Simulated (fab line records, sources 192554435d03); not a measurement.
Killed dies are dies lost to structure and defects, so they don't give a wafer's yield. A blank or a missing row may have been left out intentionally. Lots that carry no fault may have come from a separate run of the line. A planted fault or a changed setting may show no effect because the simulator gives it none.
Split-lot study / flow n5 finfet / 21 wafers read from 7 lots, route of 1938 steps

== ABOUT THE SPLIT ==
At N5_BEOL_M2_ILD_DEP_00 (deposits SiOC from DEMS/O2, target thk 79 nm, time 15.3 s), the setting time s was moved away from the recipe's 15.3 s on 4 of the 21 wafers read, by -12.6% to +5.7%. The other wafers ran this setting at the recipe's value.

No step appears in the file between the split and the reading.

== THE READING ==
M2_ILD_THK (nm), taken at N5_BEOL_M2_THK_MEAS_01. A value of 79.1 nm with a standard deviation of 0.96 nm is what fault-free wafers of this fab line usually give.

wafer=L079.2; tool, chamber at the split=pecvd-01, 0; time s as run, s=14.48; against the recipe=-5.4%; M2_ILD_THK, nm=74.7; against lot-mates on the recipe=-3.4
wafer=L079.3; tool, chamber at the split=pecvd-01, 1; time s as run, s=15.3; against the recipe=recipe; M2_ILD_THK, nm=78.1; against lot-mates on the recipe=-
wafer=L079.4; tool, chamber at the split=pecvd-01, 1; time s as run, s=14.48; against the recipe=-5.4%; M2_ILD_THK, nm=75.7; against lot-mates on the recipe=-2.4
wafer=L084.2; tool, chamber at the split=pecvd-04, 2; time s as run, s=15.3; against the recipe=recipe; M2_ILD_THK, nm=78.0; against lot-mates on the recipe=-
wafer=L084.3; tool, chamber at the split=pecvd-04, 0; time s as run, s=16.17; against the recipe=+5.7%; M2_ILD_THK, nm=82.8; against lot-mates on the recipe=+4.0
wafer=L084.5; tool, chamber at the split=pecvd-04, 2; time s as run, s=15.3; against the recipe=recipe; M2_ILD_THK, nm=79.6; against lot-mates on the recipe=-
wafer=L089.3; tool, chamber at the split=pecvd-03, 0; time s as run, s=15.3; against the recipe=recipe; M2_ILD_THK, nm=79.7; against lot-mates on the recipe=-
wafer=L089.5; tool, chamber at the split=pecvd-03, 0; time s as run, s=13.37; against the recipe=-12.6%; M2_ILD_THK, nm=69.7; against lot-mates on the recipe=-10.4
wafer=L089.6; tool, chamber at the split=pecvd-03, 1; time s as run, s=15.3; against the recipe=recipe; M2_ILD_THK, nm=80.5; against lot-mates on the recipe=-
wafer=L093.1; tool, chamber at the split=pecvd-03, 2; time s as run, s=15.3; against the recipe=recipe; M2_ILD_THK, nm=78.7; against lot-mates on the recipe=-
wafer=L093.4; tool, chamber at the split=pecvd-03, 1; time s as run, s=15.3; against the recipe=recipe; M2_ILD_THK, nm=79.6; against lot-mates on the recipe=-
wafer=L093.6; tool, chamber at the split=pecvd-03, 0; time s as run, s=15.3; against the recipe=recipe; M2_ILD_THK, nm=79.4; against lot-mates on the recipe=-
wafer=L092.1; tool, chamber at the split=pecvd-04, 1; time s as run, s=15.3; against the recipe=recipe; M2_ILD_THK, nm=78.3; against lot-mates on the recipe=-
wafer=L092.2; tool, chamber at the split=pecvd-04, 2; time s as run, s=15.3; against the recipe=recipe; M2_ILD_THK, nm=77.9; against lot-mates on the recipe=-
wafer=L092.5; tool, chamber at the split=pecvd-04, 0; time s as run, s=15.3; against the recipe=recipe; M2_ILD_THK, nm=80.1; against lot-mates on the recipe=-
wafer=L096.2; tool, chamber at the split=pecvd-03, 0; time s as run, s=15.3; against the recipe=recipe; M2_ILD_THK, nm=78.4; against lot-mates on the recipe=-
wafer=L096.3; tool, chamber at the split=pecvd-03, 2; time s as run, s=15.3; against the recipe=recipe; M2_ILD_THK, nm=79.6; against lot-mates on the recipe=-
wafer=L096.5; tool, chamber at the split=pecvd-03, 1; time s as run, s=15.3; against the recipe=recipe; M2_ILD_THK, nm=80.7; against lot-mates on the recipe=-
wafer=L097.1; tool, chamber at the split=pecvd-01, 1; time s as run, s=15.3; against the recipe=recipe; M2_ILD_THK, nm=76.8; against lot-mates on the recipe=-
wafer=L097.4; tool, chamber at the split=pecvd-01, 2,0; time s as run, s=15.3; against the recipe=recipe; M2_ILD_THK, nm=78.6; against lot-mates on the recipe=-
wafer=L097.6; tool, chamber at the split=pecvd-01, 2,0; time s as run, s=15.3; against the recipe=recipe; M2_ILD_THK, nm=78.7; against lot-mates on the recipe=-
The file does not say which wafer passed through which chamber wherever a row lists several chambers: such a row stands for several wafers.

THE FIT
A straight line over all 21 wafers: M2_ILD_THK changes by +0.719 nm for each +1% of time s; r = +0.93; the points scatter about the line by 0.97 nm.
The same after taking each lot's own level away (the mean of its wafers on the recipe; 21 wafers): +0.747 nm for each +1%; r = +0.95; scatter 0.85 nm.
The reading moves by 9.4 nm for the largest change in time s, on that fit.
Across the lots, their own levels run from 78.03 to 80.10 nm, a range of 2.2 times the standard deviation given above.
The two slopes are in agreement: the lot-to-lot level therefore moves the slope only a little.
Check: with one of the wafers moved furthest among these (-12.6%) left out of the fit, the line predicts -7.55 nm for it against its lot-mates. Against them it came out at -10.4 nm.

== FURTHER SPLITS ON THESE WAFERS ==
These wafers also went through other splits before the reading. Each is held against what the fit with the lots' levels taken away leaves over:
other split on the same wafers=N5_MOL_CONTACT_COAG_EXPOSE_05 dose mj; wafers away from the commonest value=10; r with M2_ILD_THK (lot level and that fit taken away)=-0.11
other split on the same wafers=N5_MOL_CONTACT_COAG_ETCH_91 time s; wafers away from the commonest value=6; r with M2_ILD_THK (lot level and that fit taken away)=+0.10
other split on the same wafers=N5_BEOL_M0_SAQP_SPACER1_ALD_98 ald cycles; wafers away from the commonest value=4; r with M2_ILD_THK (lot level and that fit taken away)=+0.10
other split on the same wafers=N5_BEOL_M0_CUTY_COAT_51 spin rpm; wafers away from the commonest value=7; r with M2_ILD_THK (lot level and that fit taken away)=+0.07

== THE WHOLE CHAIN: every reading that the file lists as answering this split, in the file's order ==
step=N5_BEOL_M2_ILD_DEP_00; what it does=deposits SiOC from DEMS/O2, target thk 79 nm, time 15.3 s; reading=SiOC_of_BEOL_M2_ILD_DEP_00.thk nm (the simulator's own value, which no gauge read); change (the file's fit)=+0.77 nm for each +1% of the setting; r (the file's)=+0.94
step=N5_BEOL_M2_THK_MEAS_01; what it does=; reading=M2_ILD_THK; change (the file's fit)=+0.771 for each +1% of the setting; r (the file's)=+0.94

== FILE'S OWN FIT ==
M2_ILD_THK changes by +0.771 nm for each +1% of time s, r = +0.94.
